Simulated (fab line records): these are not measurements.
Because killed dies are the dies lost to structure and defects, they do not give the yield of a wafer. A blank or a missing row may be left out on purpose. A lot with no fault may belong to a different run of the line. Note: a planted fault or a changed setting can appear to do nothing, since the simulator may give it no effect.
Code-filled problem report in 8D (eight disciplines) form :: flow n5Finfet :: the parts of the form that need people (team, actions taken, sign-off) are left out

## 1. PROBLEM STATEMENT
rfFwdPowerW at N5_PASSIVATION_PASS_ETCH_74 reads a mean of 406.7 W on 1 wafer of 1 lot; wafers without a fault read 532.7 W with a standard deviation of 1.7. That puts it -74 standard deviations away from the usual mean.
The step: etches SiNx in CF4/O2, target depth 220 nm, time 110 s.
First seen on wafer L281.3, day 16 23:52, on rieDiel-02. Wafers with a number at this step in the record: 15, from 5 lots. Rule for "out", or "out of limits": more than 4 standard deviations from the usual mean. The other wafers with a number count as sound.

## 2. WHAT IT IS AND WHAT IT IS NOT
question: which readings at this step
is: rfFwdPowerW, rfVppV
is not: O2_flow_sccm, drypumpMotorCurrentA, oesProductAu, showerheadPlenumPTorr, throttleValvePct

question: which lots
is: L281
is not: L268, L271, L275, L276

question: which wafers of those lots
is: L281.3
is not: L281.5, L281.6

question: read on which tools
is: rieDiel-02
is not: rieDiel-03

question: when
is: from day 16 23:52
is not: up to then (14 sound wafers)

## 3. SUSPECTS, AND WHAT RULES EACH OUT
Counting: if a tool at a process step up to the reading ran every lot that is out, it stays a suspect. Sound lots after the first of them don't rule it out here, since some wafers of a struck lot are sound.
- rieDiel-02 at N5_PASSIVATION_DESCUM_12 (chemistry O2, time 7.9 s): kept. The lot that is out, L281, ran on it at day 16 23:49; the last sound lot it ran before that was L276, at day 15 07:21.
- rieDiel-02 at N5_PASSIVATION_PASS_ETCH_74 (etches SiNx in CF4/O2, target depth 220 nm, time 110 s): kept. The lot that is out, L281, ran on it at day 16 23:52; the last sound lot it ran before that was L276, at day 15 07:25. Its own readings are out on those wafers: rfFwdPowerW, rfVppV.
- At N5_PASSIVATION_DESCUM_12, inside rieDiel-02: chamber 2 took the wafers that are out, while their sound lot-mates went through chambers 0, 3.
- At N5_PASSIVATION_PASS_ETCH_74, inside rieDiel-02: chamber 2 took the wafers that are out, while their sound lot-mates went through chambers 0, 3.
The count leaves rieDiel-02 at N5_PASSIVATION_PASS_ETCH_74 and rieDiel-02 at N5_PASSIVATION_DESCUM_12.

## 4. THE CAUSE (what the simulator had put in)
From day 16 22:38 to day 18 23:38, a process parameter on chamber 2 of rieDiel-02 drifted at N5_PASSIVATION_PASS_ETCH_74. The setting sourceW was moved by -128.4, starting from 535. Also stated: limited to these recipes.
2 suspects survive the count, and this tool is in that group.

## 5. SEQUENCE OF EFFECTS, ordered by route
Each row: a reading where the mean over the struck wafers with a number is more than 3 standard deviations away from the usual. Readings are gone through only where the record gives a usual standard deviation; hours: the median, over the lots, of the time from a lot's start at the first step in this table giving one to that lot's start at this step; sigmas: the change measured in usual standard deviations.
hours: 0
step: N5_PASSIVATION_PASS_ETCH_74
reading: oes_f_703_au
usual: 0.76 a.u.
on struck wafers: 0.50
change: -0.26
sigmas: -3.2

hours: 0
step: N5_PASSIVATION_PASS_ETCH_74
reading: rfFwdPowerW
usual: 532.7 W
on struck wafers: 406.7
change: -126.0
sigmas: -74

hours: 0
step: N5_PASSIVATION_PASS_ETCH_74
reading: rfVppV
usual: 242 V
on struck wafers: 278
change: +36
sigmas: +12
Here are the process steps it includes:
- N5_PASSIVATION_PASS_ETCH_74: etches SiNx in CF4/O2, target depth 220 nm, time 110 s.

## 6. WHAT WOULD HAVE CAUGHT IT SOONER
In this record the first reading out of limits was taken at day 16 23:52, 1 hour after the fault began at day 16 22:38.
